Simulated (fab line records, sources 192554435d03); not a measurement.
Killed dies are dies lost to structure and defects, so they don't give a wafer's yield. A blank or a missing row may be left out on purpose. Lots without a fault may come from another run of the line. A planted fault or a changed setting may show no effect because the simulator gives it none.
Chamber matching | flow n5_finfet | N5_BEOL_M9_STRIP_19 on rie_diel-05: 4 sister chambers
The step strips in O2. 4 wafers are shown with their chamber, then 11 later ones without.

WAFERS WITH THEIR CHAMBER
wafer  | chamber | throttle_valve_pct (%)
L083.5 | 3       | 16.95
L089.1 | 2       | 16.79
L089.5 | 0       | 16.75
L090.2 | 1       | 16.14

WAFERS WITHOUT THEIR CHAMBER
wafer  | throttle_valve_pct (%)
L090.4 | 16.76
L090.6 | 16.13
L091.1 | 16.99
L091.2 | 16.82
L091.4 | 16.14
L093.1 | 17.00
L093.2 | 16.84
L093.4 | 16.77
L096.1 | 16.80
L096.3 | 16.87
L096.4 | 17.02

WHICH CHAMBER EACH WENT THROUGH
wafer  | from the rows above          | in truth
L090.4 | can't be placed: 0 or 2      | 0
L090.6 | 1                            | 1
L091.1 | 3                            | 3
L091.2 | can't be placed: 2 or 0      | 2
L091.4 | 1                            | 1
L093.1 | 3                            | 3
L093.2 | can't be placed: 2 or 0 or 3 | 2
L093.4 | can't be placed: 0 or 2      | 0
L096.1 | can't be placed: 2 or 0      | 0
L096.3 | can't be placed: 3 or 2 or 0 | 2
L096.4 | 3                            | 3
Placed correctly: 5 of 11. Can't be placed from these rows: 6 (the true chamber is among the candidates in 6). Placed wrongly: 0.
How it was worked out, from the rows above alone: a wafer's distance from a chamber is the root of the sum, over the readings, of the square of ((its reading less the chamber's mean) divided by the reading's scatter). The wafer belongs to the nearest chamber; if the next one is less than 2 further off, it can't be placed. A chamber's mean is the mean of its shown wafers. The scatter: with one shown wafer a chamber, the root of the mean of the squares of how far each hidden wafer lies from its nearest shown one.
